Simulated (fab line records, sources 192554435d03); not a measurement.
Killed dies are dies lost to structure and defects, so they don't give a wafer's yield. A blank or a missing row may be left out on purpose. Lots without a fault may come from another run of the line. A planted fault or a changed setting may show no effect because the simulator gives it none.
A struck lot beside a sound one | flow n5_finfet | 36 steps out of a route of 1938
Sound: wafers L764.1, L764.3, L764.6. Struck: wafer L772.3. (L772.6 of the same lot was not struck and is left out.) The cause comes at the end.
At each step with rows: each side's tool, then ch and its chambers, then its first start. Under that, the readings that differ: sound wafers | struck wafers | difference of the means | sigmas: that difference in standard deviations of wafers without a fault.
alike: readings whose means differ by less than 2 such deviations, and words and numbers that are the same on both sides. not compared: withheld readings, readings that some wafer has no value for, bounds like >300 that may hide the same value, and numbers for which the record gives no deviation and whose values overlap.
The two part at a step that has a row with sigmas, a row that says differs or no value, or rows on one side only. Numbers that don't overlap but have no deviation are shown without sigmas and don't part them. A reading that every wafer of one side lacks parts them only if that side has two wafers or more.

first, 9 steps without rows for these wafers: N5_BEOL_M4_ANNEAL_95 (time 240 s); N5_BEOL_M4_SPUTTER_96 (material Cu, target thk 4.5 nm, time 8.29 s); N5_BEOL_M4_ECD_50 (material Cu, target thk 300 nm); N5_BEOL_M4_ANNEAL_51 (time 90 s); N5_BEOL_M4_CMP_52 (polishes, stops on SiOC, t overpolish 6.8 s, target thk 40 nm); N5_BEOL_M4_PRE_CLEAN_60 (time 15 s); N5_BEOL_M4_CO_CAP_55 (material Co, precursor CCTBA/H2, target thk 2 nm, time 102.1 s); N5_BEOL_M4_PRE_CLEAN_56 (time 15 s); N5_BEOL_M4_DEP_57 (deposits SiCN from 3MS/NH3, target thk 8 nm, time 14 s).
N5_BEOL_M4_RC_MEAS_101:
  sound on prober-01 ch 0, day 9 13:59; struck on prober-01 ch 0, day 11 22:34
  alike: DIBL_N, DIBL_P, IOFF_N, IOFF_P, ION_N, ION_P, SS_N, SS_P, VT_N, VT_P
then, 24 steps without rows for these wafers: N5_BEOL_M5_ILD_DEP_00 (deposits SiCOH lowk from DEMS/porogen, target thk 140.64 nm, time 25.9 s); N5_BEOL_M5_CURE_79 (cures SiCOH lowk, time 240 s); N5_BEOL_M5_PECVD_70 (deposits SiO2 from TEOS/O2, target thk 16 nm, time 18 s); N5_BEOL_M5_HM_DEP_02 (deposits TiN, target thk 20 nm); N5_BEOL_M5_COAT_59 (time 60 s, resist thk 60 nm); N5_BEOL_M5_COAT_60 (time 60 s, resist thk 12 nm); N5_BEOL_M5_COAT_71 (time 60 s, resist thk 5 nm); N5_BEOL_M5_COAT_05 (resist thk 30 nm); N5_BEOL_M5_EBR_07; N5_BEOL_M5_SOFTBAKE_06 (time 60 s); N5_BEOL_M5_EXPOSE_08 (exposes mask M5, target cd 28 nm); N5_BEOL_M5_PEB_09 (peb time 60 s); N5_BEOL_M5_DEVELOP_10 (develop time 30 s); N5_BEOL_M5_DESCUM_16 (chemistry O2, time 7 s); N5_BEOL_M5_ETCH_72 (etches underlayer in N2/H2, target depth 6.5 nm, time 5.2 s); N5_BEOL_M5_ETCH_61 (etches SiARC in CF4, target depth 15.6 nm, time 26 s); N5_BEOL_M5_ETCH_62 (etches SOC in N2/H2, target depth 75 nm, overetch 15 nm, time 112.5 s); N5_BEOL_M5_STRIP_63 (strips in N2/H2); N5_BEOL_M5_STRIP_73 (strips in N2/H2); N5_BEOL_M5_STRIP_64 (strips in CF4); N5_BEOL_M5_HM_OPEN_17 (chemistry Cl2/BCl3, target TiN, target depth 20 nm, overetch 6 nm); N5_BEOL_M5_STRIP_19 (strips in O2); N5_BEOL_M5_COAT_65 (time 60 s, resist thk 60 nm); N5_BEOL_M5_COAT_66 (time 60 s, resist thk 12 nm).
-- the record jumps here: 5 days lie between the struck wafers' starts before and after (it left off in module BEOL_M5 and takes up again in module PASSIVATION, whose first step shown is number 1936 of the route) --
N5_PASSIVATION_PECVD_01: deposits SiNx from SiH4/NH3/N2, target thk 200 nm, time 43.2 s.
  sound on pecvd-04 ch 0,1, day 13 16:28; struck on pecvd-04 ch 2, day 16 11:26
  reading                                        | sound           | struck | difference | sigmas
  model.SiNx_of_PASSIVATION_PECVD_01.thk_nm (nm) | 201 200.6 200.2 | 255.6  | +55.0      |
  alike: heater_power_w, showerhead_plenum_p_Torr, showerhead_vpp_V, throttle_valve_pct
N5_PASSIVATION_PROBE_49:
  the record has rows for the struck wafers here (prober-02, day 17 00:41) and none for the sound ones

WHERE THEY PART
Only at N5_PASSIVATION_PROBE_49, within this record.

WHY: what the simulator had put in
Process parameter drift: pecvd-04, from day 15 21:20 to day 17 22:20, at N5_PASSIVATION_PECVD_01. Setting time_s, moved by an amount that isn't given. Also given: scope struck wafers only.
